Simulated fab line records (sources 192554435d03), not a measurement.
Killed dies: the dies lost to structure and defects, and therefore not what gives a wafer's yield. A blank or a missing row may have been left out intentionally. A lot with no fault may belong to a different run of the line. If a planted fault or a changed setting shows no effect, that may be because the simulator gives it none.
Chamber matching	flow n5 finfet	N5_BEOL_M11_CMP_52 on cmp-02 has 4 sister chambers
The step polishes, stops on SiCOH lowk, t overpolish 7 s, target thk 140 nm. 8 wafers are shown with their chamber, then 10 later ones without.

## WAFERS WITH THEIR CHAMBER
wafer	chamber	motor current A (A)	barrier field endpoint s (s)
L080.3	3	6.1	28.8
L080.6	0	5.3	29.5
L084.5	1	5.6	29.0
L088.3	3	6.3	28.6
L088.5	2	6.0	29.4
L088.6	1	5.7	27.9
L093.2	0	5.1	27.5
L093.4	2	6.2	28.6

## WAFERS MISSING THEIR CHAMBER
wafer	motor current A (A)	barrier field endpoint s (s)
L093.6	6.0	29.0
L093.1	5.7	27.6
L093.3	6.3	28.7
L093.5	6.1	28.5
L094.1	6.0	29.4
L094.2	5.3	29.6
L094.5	5.9	30.1
L094.3	6.3	29.1
L094.4	5.4	29.8
L094.6	5.4	29.6

## WHICH CHAMBER EACH WENT THROUGH
wafer	from the rows above	in truth
L093.6	can't be placed: 2 or 3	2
L093.1	1	1
L093.3	can't be placed: 3 or 2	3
L093.5	can't be placed: 2 or 3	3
L094.1	can't be placed: 2 or 3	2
L094.2	can't be placed: 0 or 1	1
L094.5	can't be placed: 2 or 1 or 3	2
L094.3	can't be placed: 3 or 2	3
L094.4	can't be placed: 0 or 1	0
L094.6	can't be placed: 0 or 1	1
Placed correctly: 1 of 10. Not placeable from these rows: 9 (in 9, the candidates include the true chamber). 0 placed wrongly.
How it was worked out, from the rows above alone: a wafer's distance from a chamber is the root of the sum, over the readings, of the square of ((its reading less the chamber's mean) divided by the reading's scatter). If the next closest chamber is less than 2 further off than the closest, the wafer can't be placed; otherwise it belongs to the closest. A chamber's mean is the mean of its shown wafers. How the scatter is found: for the shown wafers, subtract from each reading the mean of its chamber, square and add these, divide the total by (wafers less chambers), then take the root.
